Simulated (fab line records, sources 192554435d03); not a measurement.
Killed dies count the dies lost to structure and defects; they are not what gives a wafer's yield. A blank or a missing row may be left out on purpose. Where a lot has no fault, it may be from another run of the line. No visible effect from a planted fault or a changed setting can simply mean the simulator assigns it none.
Split-lot study + flow n5Finfet + 21 wafers read across 7 lots, on a route 1938 steps long

## THE SPLIT
At N5_BEOL_M12_TRENCH_ETCH_34 (etches SiOC in C4F8/O2/Ar, target depth 318.95 nm, time 125.5 s), the setting timeS was moved away from the recipe's 125.5 s on 10 of the 21 wafers read, by -9.3% to +12.6%. All remaining wafers had this setting at the recipe value.

## FROM THE SPLIT TO THE READING: what the file shows between them, 10 steps
- N5_BEOL_M12_STRIP_70: strips in C4F8/O2/Ar
- N5_BEOL_M12_OCD_MEAS_35
- N5_BEOL_M12_STRIP_37: strips in N2/H2
- N5_BEOL_M12_ETCH_38: etches SiCN in CF4/N2, target depth 68.7 nm, time 73.4 s
- N5_BEOL_M12_ECD_47: material Cu, target thk 720 nm
- N5_BEOL_M12_ANNEAL_48: time 90 s
- N5_BEOL_M12_CMP_49: polishes, stops on SiOC, t overpolish 20.6 s, target thk 320 nm
- N5_BEOL_M12_THK_MEAS_50: measures by xrf
- N5_BEOL_M12_PRE_CLEAN_52: time 15 s
- N5_BEOL_M12_DEP_53: deposits SiCN from 3MS/NH3, target thk 30 nm, time 10.5 s

## THE READING
At N5_BEOL_M12_RS_MEAS_54, a four-point-probe measurement gives M12_RS in ohm/sq. On this fab line, fault-free wafers typically give 0.0597 ohm/sq with a standard deviation of 0.001 ohm/sq.

| wafer  | tool, chamber at the split | timeS as run, s | against the recipe | M12_RS, ohm/sq | against lot-mates on the recipe |
|--------|----------------------------|-----------------|--------------------|----------------|---------------------------------|
| L080.1 | rieDiel-01, 1              | 117.1           | -6.7%              | 0.0633         | +0.0042                         |
| L080.2 | rieDiel-01, 3              | 125.5           | recipe             | 0.0591         | -                               |
| L080.4 | rieDiel-01, 2              | 117.1           | -6.7%              | 0.0625         | +0.0034                         |
| L089.1 | rieDiel-04, 0              | 138.8           | +10.6%             | 0.0538         | no lot-mate on the recipe       |
| L089.3 | rieDiel-04, 3              | 138.8           | +10.6%             | 0.0540         | no lot-mate on the recipe       |
| L089.4 | rieDiel-04, 2              | 138.8           | +10.6%             | 0.0537         | no lot-mate on the recipe       |
| L087.1 | rieDiel-03, 0              | 113.8           | -9.3%              | 0.0690         | +0.0091                         |
| L087.5 | rieDiel-03, 2              | 125.5           | recipe             | 0.0599         | -                               |
| L087.6 | rieDiel-03, 1              | 113.8           | -9.3%              | 0.0658         | +0.0059                         |
| L093.1 | rieDiel-03, 2              | 125.5           | recipe             | 0.0599         | -                               |
| L093.2 | rieDiel-03, 3              | 141.3           | +12.6%             | 0.0538         | -0.0065                         |
| L093.5 | rieDiel-03, 3              | 125.5           | recipe             | 0.0607         | -                               |
| L091.1 | rieDiel-03, 3              | 115             | -8.4%              | 0.0656         | +0.0064                         |
| L091.3 | rieDiel-03, 2              | 125.5           | recipe             | 0.0590         | -                               |
| L091.5 | rieDiel-03, 2              | 125.5           | recipe             | 0.0594         | -                               |
| L092.3 | rieDiel-01, 0              | 125.5           | recipe             | 0.0592         | -                               |
| L092.4 | rieDiel-01, 3              | 125.5           | recipe             | 0.0601         | -                               |
| L092.5 | rieDiel-01, 0              | 125.5           | recipe             | 0.0597         | -                               |
| L095.2 | rieDiel-01, 2              | 140.1           | +11.6%             | 0.0527         | -0.0059                         |
| L095.3 | rieDiel-01, 0              | 125.5           | recipe             | 0.0589         | -                               |
| L095.6 | rieDiel-01, 2              | 125.5           | recipe             | 0.0582         | -                               |

FIT RESULTS
A straight line over all 21 wafers: M12_RS changes by -0.000603 ohm/sq for each +1% of timeS; r = -0.97; the points scatter about the line by 0.0011 ohm/sq.
The same after taking each lot's own level away (the mean of its wafers on the recipe; 18 wafers): -0.000619 ohm/sq for each +1%; r = -0.97; scatter 0.00098 ohm/sq.
According to that fit, moving timeS by its largest amount changes the reading by 0.0078 ohm/sq.
Measured against the standard deviation above, the lots' own levels, which go from 0.05855 to 0.06030 ohm/sq, span 1.7 times it.
Consequently the slope shifts little with the lot-to-lot level, the two slopes agreeing.
Check: with one of the wafers moved furthest among these (+12.6%) left out of the fit, the line predicts -0.00792 ohm/sq for it against its lot-mates. Against them it came out at -0.0065 ohm/sq.

## THESE WAFERS: OTHER SPLITS
Other splits were also applied to these wafers ahead of the reading. Each is held against what the fit with the lots' levels taken away leaves over:
| other split on the same wafers | wafers away from the commonest value | r with M12_RS (lot level and that fit taken away) |
|--------------------------------|--------------------------------------|---------------------------------------------------|
| N5_BEOL_M11_COAT_59 spinRpm    | 9                                    | -0.21                                             |
| N5_BEOL_M11_EXPOSE_08 doseMj   | 8                                    | +0.30                                             |

## THE WHOLE CHAIN: every reading that the file lists as answering this split, in the file's order
| step                       | what it does                                                    | reading                                                                      | change (the file's fit)               | r (the file's) |
|----------------------------|-----------------------------------------------------------------|------------------------------------------------------------------------------|---------------------------------------|----------------|
| N5_BEOL_M12_TRENCH_ETCH_34 | etches SiOC in C4F8/O2/Ar, target depth 318.95 nm, time 125.5 s | etch.depthNm (the simulator's own value, which no gauge read)                | +3.21 nm for each +1% of the setting  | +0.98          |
| N5_BEOL_M12_OCD_MEAS_35    |                                                                 | trenchDepthNm                                                                | +3.19 nm for each +1% of the setting  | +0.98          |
| N5_BEOL_M12_CMP_49         | polishes, stops on SiOC, t overpolish 20.6 s, target thk 320 nm | Cu_of_BEOL_M12_ECD_47.thkNm (the simulator's own value, which no gauge read) | +3.17 nm for each +1% of the setting  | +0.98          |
| N5_BEOL_M12_THK_MEAS_50    | measures by xrf                                                 | M12_THK                                                                      | +3.3 for each +1% of the setting      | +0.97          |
| N5_BEOL_M12_RS_MEAS_54     | measures by four-point-probe                                    | M12_RS                                                                       | -0.000601 for each +1% of the setting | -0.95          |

## THE FILE'S OWN FIT
M12_RS changes by -0.000601 ohm/sq for each +1% of timeS, r = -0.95.
